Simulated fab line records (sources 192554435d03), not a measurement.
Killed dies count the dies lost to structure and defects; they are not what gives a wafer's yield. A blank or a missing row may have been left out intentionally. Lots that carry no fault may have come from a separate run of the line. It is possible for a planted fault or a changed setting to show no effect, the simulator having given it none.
Chamber matching | flow n5-finfet | N5_BEOL_M2_ALD_98 on ald-sin-02: 4 sister chambers
The step deposits SiO2, target thk 2.5 nm, pulse time 1 s, co reactant pulse time 1 s. 4 wafers are shown with their chamber, then 8 later ones without.

## EACH WAFER AND ITS CHAMBER
wafer  | chamber | heater-power-w (W)
L078.1 | 3       | 74
L080.3 | 0       | 72
L080.5 | 2       | 66
L082.1 | 1       | 76

## WAFERS MISSING THEIR CHAMBER
wafer  | heater-power-w (W)
L082.3 | 71
L082.4 | 67
L087.2 | 75
L087.3 | 67
L087.5 | 71
L092.1 | 75
L092.2 | 80
L092.5 | 73

## CHAMBER TAKEN BY EACH
wafer  | from the rows above          | in truth
L082.3 | can't be placed: 0 or 3      | 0
L082.4 | 2                            | 2
L087.2 | can't be placed: 1 or 3 or 0 | 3
L087.3 | 2                            | 2
L087.5 | can't be placed: 0 or 3      | 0
L092.1 | can't be placed: 1 or 3 or 0 | 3
L092.2 | can't be placed: 1 or 3      | 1
L092.5 | can't be placed: 0 or 3 or 1 | 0
Correctly placed: 2 of 8. Not placeable from these rows: 6 (in 6, the candidates include the true chamber). 0 placed wrongly.
How it was worked out, from the rows above alone: a wafer's distance from a chamber is the root of the sum, over the readings, of the square of ((its reading less the chamber's mean) divided by the reading's scatter). The wafer belongs to the nearest chamber; if the next one is less than 2 further off, it can't be placed. For every chamber, the mean is computed from those of its wafers that are shown. The scatter: root of mean squared gap, hidden wafer to nearest shown wafer, with one shown wafer a chamber.
